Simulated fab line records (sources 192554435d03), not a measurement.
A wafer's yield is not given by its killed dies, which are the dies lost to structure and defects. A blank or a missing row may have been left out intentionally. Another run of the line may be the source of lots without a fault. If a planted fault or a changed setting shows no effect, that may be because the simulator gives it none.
Which tool did it? + flow n5Finfet + 24 lots with 72 wafers sampled at 3 steps, on a route of 1938 steps

WHAT EACH GAUGE READ, for each wafer
N5_BEOL_M3_INSPECT_13: inspects for defects (brightfield). Usual: 408 for rawDefectCount, sd 98.
| lot  | measured     | on               | rawDefectCount | flag |
|------|--------------|------------------|----------------|------|
| L074 | day 6 21:05  | defectInspect-02 | 299 547 302    |      |
| L075 | day 7 12:05  | defectInspect-02 | 376 331 434    |      |
| L076 | day 7 16:44  | defectInspect-02 | 382 305 419    |      |
| L077 | day 7 20:25  | defectInspect-01 | 456 383 302    |      |
| L078 | day 8 01:13  | defectInspect-01 | 271 454 329    |      |
| L079 | day 8 09:06  | defectInspect-02 | 628 415 372    |      |
| L080 | day 8 16:32  | defectInspect-01 | 513 416 358    |      |
| L082 | day 8 19:59  | defectInspect-02 | 517 417 618    |      |
| L081 | day 8 23:02  | defectInspect-01 | 267 420 380    |      |
| L083 | day 9 00:10  | defectInspect-01 | 401 405 402    |      |
| L084 | day 9 13:45  | defectInspect-01 | 516 339 441    |      |
| L085 | day 9 19:28  | defectInspect-02 | 250 272 358    |      |
| L086 | day 10 06:55 | defectInspect-02 | 404 365 380    |      |
| L087 | day 10 07:05 | defectInspect-01 | 271 348 268    |      |
| L089 | day 10 16:25 | defectInspect-02 | 509 432 537    |      |
| L088 | day 10 17:44 | defectInspect-02 | 305 323 302    |      |
| L090 | day 10 22:01 | defectInspect-02 | 408 362 421    |      |
| L091 | day 11 02:55 | defectInspect-01 | 264 434 430    |      |
| L092 | day 11 14:35 | defectInspect-01 | 505 557 523    |      |
| L094 | day 11 21:06 | defectInspect-01 | 299 322 340    |      |
| L093 | day 11 22:37 | defectInspect-01 | 409 363 366    |      |
| L095 | day 12 04:27 | defectInspect-02 | 643 665 699    |      |
| L096 | day 12 08:19 | defectInspect-02 | 526 384 317    |      |
| L097 | day 13 00:01 | defectInspect-01 | 380 504 407    |      |

N5_BEOL_M3_CD_MEAS_18: pitch 36 nm, target cd 18 nm. Usual: 18.00 nm for cdNm, sd 0.28.
| lot  | measured     | on       | cdNm (nm)         | flag |
|------|--------------|----------|-------------------|------|
| L074 | day 6 21:50  | cdSem-03 | 17.87 18.05 18.41 |      |
| L075 | day 7 12:37  | cdSem-03 | 18.02 17.94 18.31 |      |
| L076 | day 7 17:25  | cdSem-03 | 18.22 18.08 17.51 |      |
| L077 | day 7 20:53  | cdSem-02 | 18.00 17.94 17.97 |      |
| L078 | day 8 01:41  | cdSem-01 | 18.16 18.07 17.54 |      |
| L079 | day 8 09:34  | cdSem-01 | 18.34 18.06 18.58 |      |
| L080 | day 8 18:14  | cdSem-02 | 17.92 18.46 17.77 |      |
| L082 | day 8 21:18  | cdSem-03 | 18.37 18.72 18.14 |      |
| L081 | day 8 23:30  | cdSem-01 | 17.76 17.91 18.09 |      |
| L083 | day 9 00:38  | cdSem-03 | 18.31 17.76 18.09 |      |
| L084 | day 9 14:17  | cdSem-02 | 17.88 17.76 17.69 |      |
| L085 | day 9 20:02  | cdSem-03 | 18.03 18.07 17.93 |      |
| L086 | day 10 07:42 | cdSem-01 | 17.74 18.07 18.54 |      |
| L087 | day 10 07:52 | cdSem-01 | 18.41 18.07 17.94 |      |
| L089 | day 10 16:58 | cdSem-03 | 17.96 18.22 18.03 |      |
| L088 | day 10 18:26 | cdSem-02 | 18.57 18.51 17.72 |      |
| L090 | day 10 22:32 | cdSem-01 | 18.13 18.14 17.58 |      |
| L091 | day 11 03:26 | cdSem-03 | 18.08 18.15 17.71 |      |
| L092 | day 11 15:02 | cdSem-02 | 17.50 17.78 17.99 |      |
| L094 | day 11 21:37 | cdSem-02 | 18.22 17.76 18.01 |      |
| L093 | day 11 23:05 | cdSem-02 | 17.37 17.74 17.75 |      |
| L095 | day 12 04:55 | cdSem-02 | 18.02 17.85 17.74 |      |
| L096 | day 12 09:39 | cdSem-03 | 18.19 18.22 18.15 |      |
| L097 | day 13 00:29 | cdSem-01 | 17.80 17.80 17.87 |      |

N5_BEOL_M3_INSPECT_30: inspects for defects (brightfield). Usual: 410 for rawDefectCount, sd 96.
| lot  | measured     | on               | rawDefectCount | flag |
|------|--------------|------------------|----------------|------|
| L074 | day 6 22:22  | defectInspect-02 | 314 560 306    |      |
| L075 | day 7 13:01  | defectInspect-02 | 433 348 433    |      |
| L076 | day 7 17:57  | defectInspect-02 | 383 320 390    |      |
| L077 | day 7 21:25  | defectInspect-01 | 461 367 295    |      |
| L078 | day 8 02:05  | defectInspect-02 | 278 460 368    |      |
| L079 | day 8 09:58  | defectInspect-02 | 637 396 385    |      |
| L080 | day 8 18:39  | defectInspect-01 | 506 424 387    |      |
| L082 | day 8 21:43  | defectInspect-01 | 488 451 601    |      |
| L081 | day 8 23:54  | defectInspect-02 | 252 426 387    |      |
| L083 | day 9 01:02  | defectInspect-01 | 401 396 416    |      |
| L084 | day 9 14:41  | defectInspect-02 | 516 354 418    |      |
| L085 | day 9 20:26  | defectInspect-01 | 280 296 383    |      |
| L086 | day 10 08:06 | defectInspect-01 | 420 366 402    |      |
| L087 | day 10 08:23 | defectInspect-02 | 275 371 279    |      |
| L089 | day 10 17:23 | defectInspect-02 | 519 431 494    |      |
| L088 | day 10 18:50 | defectInspect-01 | 300 358 317    |      |
| L090 | day 10 22:57 | defectInspect-01 | 394 370 417    |      |
| L091 | day 11 03:51 | defectInspect-01 | 266 466 420    |      |
| L092 | day 11 15:27 | defectInspect-01 | 476 515 516    |      |
| L094 | day 11 22:09 | defectInspect-02 | 329 331 325    |      |
| L093 | day 11 23:37 | defectInspect-02 | 380 379 354    |      |
| L095 | day 12 05:19 | defectInspect-01 | 626 688 726    |      |
| L096 | day 12 10:14 | defectInspect-01 | 525 403 318    |      |
| L097 | day 13 01:01 | defectInspect-02 | 365 519 408    |      |

WHAT TOOL EACH LOT RAN ON (gives the tool, then ch and the chambers of the sampled wafers, and finally the start)
Before these readings, the record contains no process step.

WHAT THE TOOLS THEMSELVES READ (means of the sampled wafers that have a number; where no wafer has one, the mark that the record gives instead)
The record holds no such reading with a usual standard deviation.

THE ANSWER, worked out from the rows above alone
Rule: lot off if the mean of its wafers having a number is beyond 3 standard deviations from the usual mean. A lot without any number at a reading at which 4 lots or more have one is off too. All remaining lots with rows at the step are treated as sound. After the gauges, taken in route order, come the tools' own readings; for these a lot's mean is taken, as printed above. At the first step where some lot is off, the reading lying furthest off is the one used; lots without a number count as furthest.
None of the lots is off at any reading shown; this tells nothing.

WHAT THE SIMULATOR HAD INSERTED
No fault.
